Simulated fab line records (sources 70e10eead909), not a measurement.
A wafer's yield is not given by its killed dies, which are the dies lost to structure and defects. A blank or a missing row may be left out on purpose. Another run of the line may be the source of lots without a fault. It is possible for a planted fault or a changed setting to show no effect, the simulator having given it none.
Which tool is to blame? | flow nand_harc | 33 wafers from 11 lots sampled at 6 of the route's 1159 steps

== WHAT EACH GAUGE READ, for each wafer ==
NHARC_END_SORT_01.
lot  | measured     | on        | defect_limited_yield (%)
L861 | day 23 12:23 | prober-02 | 96.6

== TOOL THAT RAN EACH LOT (tool first, then ch and the chambers of the sampled wafers, then the start) ==
lot  | NHARC_P_M1_STRIP_18                | NHARC_P_M1_PVD_20                       | NHARC_P_M1_ECD_22              | NHARC_P_M1_CMP_23             | NHARC_P_M1_PRE_CLEAN_32
L846 | rie_diel-10 ch 0,2,3, day 6 02:23  | pvd_sputter-02, day 6 03:21 or earlier  | ecd_cu-01 ch 0,1, day 6 03:21  | cmp-03 ch 0,1,3, day 6 04:07  | pecvd-04 ch 1,2, day 6 04:38
L847 | rie_diel-04 ch 1,3, day 6 14:50    | pvd_sputter-01, day 6 16:01 or earlier  | ecd_cu-02 ch 0,1, day 6 16:01  | cmp-03 ch 0,1, day 6 16:44    | pecvd-04 ch 0,2, day 6 17:18
L848 | rie_diel-10 ch 0,2, day 6 16:01    | pvd_sputter-01, day 6 17:14 or earlier  | ecd_cu-02 ch 0,1, day 6 17:14  | cmp-03 ch 1,2, day 6 17:56    | pecvd-03 ch 0,1, day 6 18:27
L849 | rie_diel-09 ch 1,2,3, day 6 16:33  | pvd_sputter-02, day 6 17:40 or earlier  | ecd_cu-02 ch 0,1, day 6 17:40  | cmp-01 ch 0,2,3, day 6 18:19  | pecvd-04 ch 0,1, day 6 18:50
L851 | rie_diel-04 ch 0,2,3, day 7 09:00  | pvd_sputter-01, day 7 10:00 or earlier  | ecd_cu-01 ch 0,1, day 7 10:00  | cmp-03 ch 0,2, day 7 10:41    | pecvd-04 ch 0,1, day 7 11:18
L852 | rie_diel-10 ch 1,2,3, day 7 12:11  | pvd_sputter-02, day 7 13:12 or earlier  | ecd_cu-02 ch 0, day 7 13:12    | cmp-01 ch 0,2, day 7 13:54    | pecvd-03 ch 0,1,2, day 7 14:25
L855 | rie_diel-10 ch 2,3, day 8 02:27    | pvd_sputter-02, day 8 04:07 or earlier  | ecd_cu-01 ch 0,1, day 8 04:07  | cmp-02 ch 2,3, day 8 05:37    | pecvd-04 ch 0,1,2, day 8 06:16
L854 | rie_diel-09 ch 0,1,3, day 8 05:00  | pvd_sputter-01, day 8 05:58 or earlier  | ecd_cu-01 ch 0, day 8 05:58    | cmp-01 ch 0,2, day 8 06:42    | pecvd-04 ch 0,1,2, day 8 07:16
L861 | rie_diel-10 ch 0,2,3, day 10 04:45 | pvd_sputter-03, day 10 05:45 or earlier | ecd_cu-02 ch 0,1, day 10 05:45 | cmp-01 ch 0,2,3, day 10 07:31 | pecvd-04 ch 0,1,2, day 10 08:03
L867 | rie_diel-04 ch 1,2, day 11 09:02   | pvd_sputter-03, day 11 10:07 or earlier | ecd_cu-02 ch 0,1, day 11 10:07 | cmp-03 ch 0,2, day 11 10:50   | pecvd-04 ch 0, day 11 11:21
L868 | rie_diel-04 ch 1,3, day 11 10:55   | pvd_sputter-03, day 11 11:59 or earlier | ecd_cu-02 ch 0, day 11 11:59   | cmp-03 ch 0,1,2, day 11 12:49 | pecvd-03 ch 0,2, day 11 13:44
- NHARC_P_M1_STRIP_18: strips in N2/H2.
- NHARC_P_M1_PVD_20: deposits TaN, target thk 5 nm, time 8.06 s.
- NHARC_P_M1_ECD_22: material Cu, target thk 400 nm.
- NHARC_P_M1_CMP_23: polishes, t overpolish 20 s, target thk 157.82 nm.
- NHARC_P_M1_PRE_CLEAN_32: time 12 s.

== THE ANSWER, worked out from the rows above alone ==
Rule: usual is defined by the lots themselves. Put in order of their means at a reading, lots are off if they are a third of the lots or fewer, leave a main group of 4 or more, and stand apart from it by a gap of 3 or more times the standard deviation of the main group's means; of several such gaps the widest counts. Not used: any main group whose means are identical at the precision the tables above print for the reading. Also off: a lot with no number at a reading for which 4 or more lots have one. Any other lot the step has rows for is counted as sound.
No lot is off at any reading shown: from this, nothing can be told.

== WHAT WAS PUT IN BY THE SIMULATOR ==
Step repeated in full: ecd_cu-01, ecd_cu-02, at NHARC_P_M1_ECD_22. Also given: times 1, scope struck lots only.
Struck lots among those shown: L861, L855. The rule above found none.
